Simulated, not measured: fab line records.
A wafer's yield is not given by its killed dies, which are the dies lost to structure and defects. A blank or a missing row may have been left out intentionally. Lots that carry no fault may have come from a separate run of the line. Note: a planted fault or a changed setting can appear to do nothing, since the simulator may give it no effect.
What tool caused it? / flow nand-harc / Sampling: 6 lots, 18 wafers, 4 of 1159 route steps

## WHAT EACH GAUGE READ, for each wafer
NHARC_P_M0_CD_MEAS_09: the cd target is 90 nm.
lot=L471; measured=day 5 19:38; on=cd-sem-03; cd-nm (nm)=90.3 90.2 90.5
lot=L476; measured=day 7 04:29; on=cd-sem-03; cd-nm (nm)=90.0 90.0 90.1
lot=L480; measured=day 8 11:58; on=cd-sem-01; cd-nm (nm)=74.8 74.9 75.0
lot=L485; measured=day 9 16:06; on=cd-sem-02; cd-nm (nm)=89.0 90.1 89.2
lot=L486; measured=day 10 04:58; on=cd-sem-02; cd-nm (nm)=89.2 90.4 89.9
lot=L493; measured=day 11 11:02; on=cd-sem-03; cd-nm (nm)=89.5 90.4 89.8

## EACH LOT AND THE TOOL THAT RAN IT (in order: tool; ch and the chambers of the sampled wafers; start)
lot=L471; NHARC_P_CONTACT_ETCH_36=rie-diel-08 ch 0,2,3, day 5 13:53 or earlier; NHARC_P_CONTACT_ALD_22=ald-metal-04 ch 0,1,2, day 5 13:53; NHARC_P_M0_EXPOSE_06=arfi-scanner-01 ch 0, day 5 19:30
lot=L476; NHARC_P_CONTACT_ETCH_36=rie-diel-08 ch 1,2,3, day 7 00:43 or earlier; NHARC_P_CONTACT_ALD_22=ald-metal-02 ch 1,3, day 7 00:43; NHARC_P_M0_EXPOSE_06=arfi-scanner-03 ch 0, day 7 04:21
lot=L480; NHARC_P_CONTACT_ETCH_36=rie-diel-08 ch 1,2, day 8 08:11 or earlier; NHARC_P_CONTACT_ALD_22=ald-metal-02 ch 3, day 8 08:11; NHARC_P_M0_EXPOSE_06=arfi-scanner-01 ch 0, day 8 11:49
lot=L485; NHARC_P_CONTACT_ETCH_36=rie-diel-11 ch 0,3, day 9 09:08 or earlier; NHARC_P_CONTACT_ALD_22=ald-metal-01 ch 0,3, day 9 09:08; NHARC_P_M0_EXPOSE_06=arfi-scanner-03 ch 0, day 9 15:58
lot=L486; NHARC_P_CONTACT_ETCH_36=rie-diel-08 ch 1,2,3, day 9 19:11 or earlier; NHARC_P_CONTACT_ALD_22=ald-metal-01 ch 0,1,3, day 9 19:11; NHARC_P_M0_EXPOSE_06=arfi-scanner-03 ch 0, day 10 04:50
lot=L493; NHARC_P_CONTACT_ETCH_36=rie-diel-11 ch 0,1,3, day 11 08:53 or earlier; NHARC_P_CONTACT_ALD_22=ald-metal-02 ch 0,1,3, day 11 08:53; NHARC_P_M0_EXPOSE_06=arfi-scanner-03 ch 0, day 11 10:54
- NHARC_P_CONTACT_ETCH_36: etches the open film in N2/H2, target depth 260 nm, time 406.25 s.
- NHARC_P_CONTACT_ALD_22: deposits TiN, target thk 3 nm, pulse time 1 s, ald cycles 150.
- NHARC_P_M0_EXPOSE_06: exposes mask P M0, target cd 90 nm.

## THE ANSWER, worked out from the rows above alone
Rule: the usual values come from the lots themselves. Put in order of their means at a reading, lots are off if they are a third of the lots or fewer, leave a main group of 4 or more, and stand apart from it by a gap of 3 or more times the standard deviation of the main group's means; of several such gaps the widest counts. The tables above print the reading to a certain number of digits; a main group whose means all agree to those digits is not used. A lot without any number at a reading at which 4 lots or more have one is off too. The other lots that the step has rows for count as sound.
Off: L480 (NHARC_P_M0_CD_MEAS_09, cd-nm). Mean 89.9 nm and standard deviation 0.29 in the main group.
A tool fits if, at a process step before that reading, it ran every lot that is off, and no sound lot after the first of them. The gauges at NHARC_P_M0_CD_MEAS_09 are tried like those tools. NHARC_P_CONTACT_ETCH_36 gives no start for some lots, so the hours and the order of its lots are those of NHARC_P_CONTACT_ALD_22. 2 tools fit, arfi-scanner-01 at NHARC_P_M0_EXPOSE_06 and cd-sem-01 at NHARC_P_M0_CD_MEAS_09, so this cannot tell which one it is.

## WHAT THE SIMULATOR HAD PUT IN
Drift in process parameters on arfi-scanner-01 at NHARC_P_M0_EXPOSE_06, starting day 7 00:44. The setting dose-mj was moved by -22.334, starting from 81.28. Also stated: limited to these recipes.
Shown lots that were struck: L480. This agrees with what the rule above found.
